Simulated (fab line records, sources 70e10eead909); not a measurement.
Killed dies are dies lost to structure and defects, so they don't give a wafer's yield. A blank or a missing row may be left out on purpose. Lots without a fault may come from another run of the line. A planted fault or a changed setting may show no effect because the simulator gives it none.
Chamber matching | flow nand_harc | NHARC_A_SLIT_ETCH_29 on rie_diel-01: 4 sister chambers
The step etches the open film in CF4/O2, target depth 100 nm, overetch 10 nm, time 55 s. 8 wafers are shown with their chamber, then 10 later ones without.

WAFERS WITH THEIR CHAMBER
wafer  | chamber | showerhead_plenum_p_Torr (Torr) | rf_vpp_V (V)
L078.4 | 1       | 1.42                            | 198.4
L081.2 | 2       | 1.27                            | 196.5
L081.4 | 0       | 1.25                            | 197.8
L082.1 | 0       | 1.25                            | 195.7
L082.2 | 2       | 1.27                            | 196.8
L082.3 | 3       | 1.30                            | 197.0
L088.4 | 3       | 1.30                            | 197.6
L088.5 | 1       | 1.41                            | 200.3

WAFERS WITHOUT THEIR CHAMBER
wafer  | showerhead_plenum_p_Torr (Torr) | rf_vpp_V (V)
L088.6 | 1.25                            | 196.3
L086.1 | 1.41                            | 198.9
L086.4 | 1.30                            | 197.1
L086.5 | 1.41                            | 198.5
L092.1 | 1.27                            | 197.0
L092.3 | 1.41                            | 199.4
L092.4 | 1.25                            | 195.6
L096.1 | 1.30                            | 198.1
L096.2 | 1.25                            | 195.5
L096.4 | 1.27                            | 197.0

WHICH CHAMBER EACH WENT THROUGH
wafer  | from the rows above | in truth
L088.6 | 0                   | 0
L086.1 | 1                   | 1
L086.4 | 3                   | 3
L086.5 | 1                   | 1
L092.1 | 2                   | 2
L092.3 | 1                   | 1
L092.4 | 0                   | 0
L096.1 | 3                   | 3
L096.2 | 0                   | 0
L096.4 | 2                   | 2
Placed correctly: 10 of 10. Can't be placed from these rows: 0. Placed wrongly: 0.
How it was worked out, from the rows above alone: a wafer's distance from a chamber is the root of the sum, over the readings, of the square of ((its reading less the chamber's mean) divided by the reading's scatter). The wafer belongs to the nearest chamber; if the next one is less than 2 further off, it can't be placed. A chamber's mean is the mean of its shown wafers. The scatter: the root of (the sum of the squares of (reading less its chamber's mean) over the shown wafers, divided by (wafers less chambers)).
